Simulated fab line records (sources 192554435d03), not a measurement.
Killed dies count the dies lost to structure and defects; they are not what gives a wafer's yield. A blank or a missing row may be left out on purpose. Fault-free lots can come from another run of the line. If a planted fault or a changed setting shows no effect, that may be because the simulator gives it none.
Chamber matching / flow n5Finfet / N5_GATE_CUT_ETCH_36 on rieDiel-06: 4 sister chambers
The step etches SiARC in CF4, target depth 13 nm, time 21.7 s. 14 wafers are shown with their chamber, then 7 later ones without.

## EACH WAFER AND ITS CHAMBER
wafer=L074.2; chamber=0; drypumpMotorCurrentA (A)=5.1; showerheadPlenumPTorr (Torr)=2.06; throttleValvePct (%)=15.55
wafer=L074.3; chamber=1; drypumpMotorCurrentA (A)=6.6; showerheadPlenumPTorr (Torr)=2.27; throttleValvePct (%)=15.18
wafer=L074.4; chamber=2; drypumpMotorCurrentA (A)=5.9; showerheadPlenumPTorr (Torr)=2.12; throttleValvePct (%)=15.92
wafer=L078.1; chamber=0; drypumpMotorCurrentA (A)=5.1; showerheadPlenumPTorr (Torr)=2.05; throttleValvePct (%)=15.59
wafer=L078.3; chamber=1; drypumpMotorCurrentA (A)=6.5; showerheadPlenumPTorr (Torr)=2.27; throttleValvePct (%)=15.22
wafer=L078.6; chamber=0; drypumpMotorCurrentA (A)=5.1; showerheadPlenumPTorr (Torr)=2.05; throttleValvePct (%)=15.58
wafer=L083.1; chamber=1; drypumpMotorCurrentA (A)=6.6; showerheadPlenumPTorr (Torr)=2.26; throttleValvePct (%)=15.23
wafer=L083.2; chamber=0; drypumpMotorCurrentA (A)=5.1; showerheadPlenumPTorr (Torr)=2.05; throttleValvePct (%)=15.62
wafer=L083.4; chamber=2; drypumpMotorCurrentA (A)=5.9; showerheadPlenumPTorr (Torr)=2.12; throttleValvePct (%)=15.96
wafer=L085.2; chamber=3; drypumpMotorCurrentA (A)=6.5; showerheadPlenumPTorr (Torr)=2.23; throttleValvePct (%)=15.45
wafer=L085.3; chamber=0; drypumpMotorCurrentA (A)=5.1; showerheadPlenumPTorr (Torr)=2.05; throttleValvePct (%)=15.60
wafer=L085.6; chamber=0; drypumpMotorCurrentA (A)=5.1; showerheadPlenumPTorr (Torr)=2.05; throttleValvePct (%)=15.61
wafer=L092.1; chamber=0; drypumpMotorCurrentA (A)=5.1; showerheadPlenumPTorr (Torr)=2.04; throttleValvePct (%)=15.62
wafer=L092.2; chamber=2; drypumpMotorCurrentA (A)=5.9; showerheadPlenumPTorr (Torr)=2.11; throttleValvePct (%)=15.99

SIGNATURES (averages over the wafers above)
reading=drypumpMotorCurrentA; chamber 0=5.100; chamber 1=6.567; chamber 2=5.900; chamber 3=6.500; scatter within a chamber=0.0258
reading=showerheadPlenumPTorr; chamber 0=2.0500; chamber 1=2.2667; chamber 2=2.1167; chamber 3=2.2300; scatter within a chamber=0.00577
reading=throttleValvePct; chamber 0=15.5957; chamber 1=15.2100; chamber 2=15.9567; chamber 3=15.4500; scatter within a chamber=0.0276
Rule: distance of a wafer from a chamber = root of the sum over the readings of ((wafer's reading minus chamber's mean) / reading's scatter) squared. If the next closest chamber is less than 2 further off than the closest, the wafer can't be placed; otherwise it belongs to the closest. The scatter: take each reading less its chamber's mean, square it, sum over the shown wafers, divide by the number of wafers less the number of chambers, and take the root.

## WAFERS WITH NO CHAMBER GIVEN
wafer=L092.5; drypumpMotorCurrentA (A)=6.6; showerheadPlenumPTorr (Torr)=2.26; throttleValvePct (%)=15.25
wafer=L095.1; drypumpMotorCurrentA (A)=6.5; showerheadPlenumPTorr (Torr)=2.22; throttleValvePct (%)=15.48
wafer=L095.3; drypumpMotorCurrentA (A)=6.6; showerheadPlenumPTorr (Torr)=2.26; throttleValvePct (%)=15.27
wafer=L095.4; drypumpMotorCurrentA (A)=5.1; showerheadPlenumPTorr (Torr)=2.04; throttleValvePct (%)=15.63
wafer=L097.1; drypumpMotorCurrentA (A)=6.6; showerheadPlenumPTorr (Torr)=2.26; throttleValvePct (%)=15.28
wafer=L097.4; drypumpMotorCurrentA (A)=6.6; showerheadPlenumPTorr (Torr)=2.26; throttleValvePct (%)=15.30
wafer=L097.5; drypumpMotorCurrentA (A)=5.1; showerheadPlenumPTorr (Torr)=2.04; throttleValvePct (%)=15.65

## THE CHAMBER EACH PASSED THROUGH
wafer=L092.5; from the rows above=1; in truth=1
wafer=L095.1; from the rows above=3; in truth=3
wafer=L095.3; from the rows above=1; in truth=1
wafer=L095.4; from the rows above=0; in truth=0
wafer=L097.1; from the rows above=1; in truth=1
wafer=L097.4; from the rows above=1; in truth=1
wafer=L097.5; from the rows above=0; in truth=0
Placed correctly: 7 of 7. From these rows, 0 cannot be placed. Placed wrongly: 0.
